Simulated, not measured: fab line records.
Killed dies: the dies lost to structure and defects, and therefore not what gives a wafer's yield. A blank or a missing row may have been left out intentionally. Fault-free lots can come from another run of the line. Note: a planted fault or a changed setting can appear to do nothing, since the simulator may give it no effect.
Matching of chambers + flow nand-harc + rie-diel-08 running NHARC_A_CHANNEL_FILL_D2_ETCHBACK_20: 4 sister chambers
The step etches the open film in C4F8/O2/Ar, target depth 27 nm, time 13.5 s. 42 wafers are shown with their chamber, then 12 later ones without.

WAFERS WITH THEIR CHAMBER
| wafer  | chamber | rf-vpp-V (V) | oes-product-au (a.u.) |
|--------|---------|--------------|-----------------------|
| L074.1 | 2       | 970          | 0.990                 |
| L074.3 | 3       | 980          | 0.985                 |
| L074.6 | 3       | 980          | 0.990                 |
| L077.3 | 2       | 969          | 0.998                 |
| L077.4 | 0       | 986          | 0.987                 |
| L077.6 | 1       | 986          | 0.997                 |
| L078.1 | 3       | 981          | 0.966                 |
| L078.4 | 1       | 987          | 0.973                 |
| L078.6 | 2       | 970          | 0.967                 |
| L078.2 | 2       | 970          | 0.975                 |
| L078.3 | 0       | 987          | 0.958                 |
| L078.5 | 1       | 986          | 0.959                 |
| L079.1 | 3       | 982          | 1.005                 |
| L079.3 | 1       | 987          | 0.988                 |
| L079.6 | 3       | 980          | 1.004                 |
| L080.1 | 1       | 985          | 0.999                 |
| L080.4 | 3       | 982          | 1.011                 |
| L080.6 | 0       | 988          | 1.003                 |
| L082.1 | 3       | 980          | 1.003                 |
| L082.2 | 0       | 986          | 1.011                 |
| L082.5 | 0       | 987          | 1.001                 |
| L082.3 | 2       | 969          | 0.987                 |
| L082.4 | 1       | 986          | 0.987                 |
| L082.6 | 3       | 980          | 0.992                 |
| L083.1 | 0       | 988          | 1.017                 |
| L083.2 | 2       | 967          | 0.990                 |
| L083.3 | 3       | 981          | 1.010                 |
| L083.4 | 1       | 985          | 0.994                 |
| L083.5 | 0       | 986          | 1.022                 |
| L083.6 | 3       | 979          | 1.010                 |
| L086.2 | 3       | 980          | 1.007                 |
| L086.3 | 1       | 986          | 1.004                 |
| L086.6 | 3       | 980          | 1.011                 |
| L086.1 | 0       | 988          | 1.028                 |
| L086.4 | 2       | 969          | 1.004                 |
| L086.5 | 0       | 987          | 1.024                 |
| L087.3 | 2       | 969          | 0.987                 |
| L087.4 | 0       | 988          | 1.025                 |
| L087.6 | 2       | 970          | 0.998                 |
| L091.2 | 0       | 988          | 1.011                 |
| L091.3 | 2       | 969          | 0.983                 |
| L091.6 | 3       | 979          | 1.005                 |

SIGNATURES, as means of the wafers listed above
| reading        | chamber 0 | chamber 1 | chamber 2 | chamber 3 | scatter within a chamber |
|----------------|-----------|-----------|-----------|-----------|--------------------------|
| rf-vpp-V       | 987.18    | 986.00    | 969.20    | 980.31    | 0.889                    |
| oes-product-au | 1.00791   | 0.98762   | 0.98790   | 0.99992   | 0.0154                   |
Rule: distance of a wafer from a chamber = root of the sum over the readings of ((wafer's reading minus chamber's mean) / reading's scatter) squared. If the next closest chamber is less than 2 further off than the closest, the wafer can't be placed; otherwise it belongs to the closest. The scatter: take each reading less its chamber's mean, square it, sum over the shown wafers, divide by the number of wafers less the number of chambers, and take the root.

WAFERS WHOSE CHAMBER IS MISSING
| wafer  | rf-vpp-V (V) | oes-product-au (a.u.) |
|--------|--------------|-----------------------|
| L093.3 | 968          | 0.980                 |
| L093.4 | 980          | 0.995                 |
| L093.6 | 981          | 0.991                 |
| L093.1 | 988          | 0.993                 |
| L093.2 | 987          | 0.959                 |
| L093.5 | 987          | 0.994                 |
| L094.1 | 986          | 0.912                 |
| L094.2 | 989          | 0.937                 |
| L094.4 | 980          | 0.928                 |
| L095.2 | 987          | 0.989                 |
| L095.3 | 989          | 1.005                 |
| L095.6 | 980          | 1.007                 |

THE CHAMBER EACH PASSED THROUGH
| wafer  | from the rows above     | in truth |
|--------|-------------------------|----------|
| L093.3 | 2                       | 2        |
| L093.4 | 3                       | 3        |
| L093.6 | 3                       | 3        |
| L093.1 | can't be placed: 0 or 1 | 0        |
| L093.2 | can't be placed: 1 or 0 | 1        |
| L093.5 | can't be placed: 0 or 1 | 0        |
| L094.1 | can't be placed: 1 or 0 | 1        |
| L094.2 | can't be placed: 1 or 0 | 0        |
| L094.4 | 3                       | 3        |
| L095.2 | can't be placed: 1 or 0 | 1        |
| L095.3 | can't be placed: 0 or 1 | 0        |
| L095.6 | 3                       | 3        |
Placed correctly: 5 of 12. From these rows, 7 cannot be placed; in 7 the true chamber is one of the candidates. Placed wrongly: 0.
